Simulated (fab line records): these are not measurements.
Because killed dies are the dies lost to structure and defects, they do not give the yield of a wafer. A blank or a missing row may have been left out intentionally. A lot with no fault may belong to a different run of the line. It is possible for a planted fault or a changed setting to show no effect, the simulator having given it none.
Chamber matching    flow nand harc    pecvd-04 running NHARC_A_SGD_CUT_DEP_00: 3 sister chambers
The step deposits SiNx, target thk 50 nm. 16 wafers are shown with their chamber, then 8 later ones without.

## WAFERS, EACH WITH ITS CHAMBER
wafer   chamber  heater power w (W)  heater power outer w (W)
L189.3  2        668                 400
L189.4  0        566                 348
L189.5  1        650                 377
L190.4  0        547                 341
L190.5  2        656                 390
L190.6  1        591                 330
L193.1  0        582                 374
L193.2  1        734                 433
L193.6  2        698                 440
L205.1  0        561                 353
L205.3  2        660                 375
L205.4  0        562                 366
L207.1  1        541                 298
L207.2  0        564                 341
L207.5  2        646                 387
L209.1  2        748                 472

SIGNATURES, as means of the wafers listed above
reading               chamber 0  chamber 1  chamber 2  scatter within a chamber
heater power w        563.67     629.00     679.33     46.8
heater power outer w  353.83     359.50     410.67     37.5
Rule: distance of a wafer from a chamber = root of the sum over the readings of ((wafer's reading minus chamber's mean) / reading's scatter) squared. If the next closest chamber is less than 2 further off than the closest, the wafer can't be placed; otherwise it belongs to the closest. How the scatter is found: for the shown wafers, subtract from each reading the mean of its chamber, square and add these, divide the total by (wafers less chambers), then take the root.

## WAFERS WITH NO CHAMBER GIVEN
wafer   heater power w (W)  heater power outer w (W)
L209.3  644                 372
L209.5  652                 374
L208.2  730                 458
L208.4  629                 395
L208.6  558                 304
L210.1  645                 416
L210.2  770                 472
L210.3  652                 370

## EACH ONE'S CHAMBER
wafer   from the rows above           in truth
L209.3  can't be placed: 1 or 2 or 0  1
L209.5  can't be placed: 1 or 2 or 0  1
L208.2  can't be placed: 2 or 1       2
L208.4  can't be placed: 1 or 2 or 0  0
L208.6  can't be placed: 0 or 1       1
L210.1  can't be placed: 2 or 1 or 0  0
L210.2  can't be placed: 2 or 1       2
L210.3  can't be placed: 1 or 2 or 0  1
0 of 8 placed correctly. Cannot be placed on the basis of these rows: 8; the candidates contain the true chamber in 8. Number placed wrongly: 0.
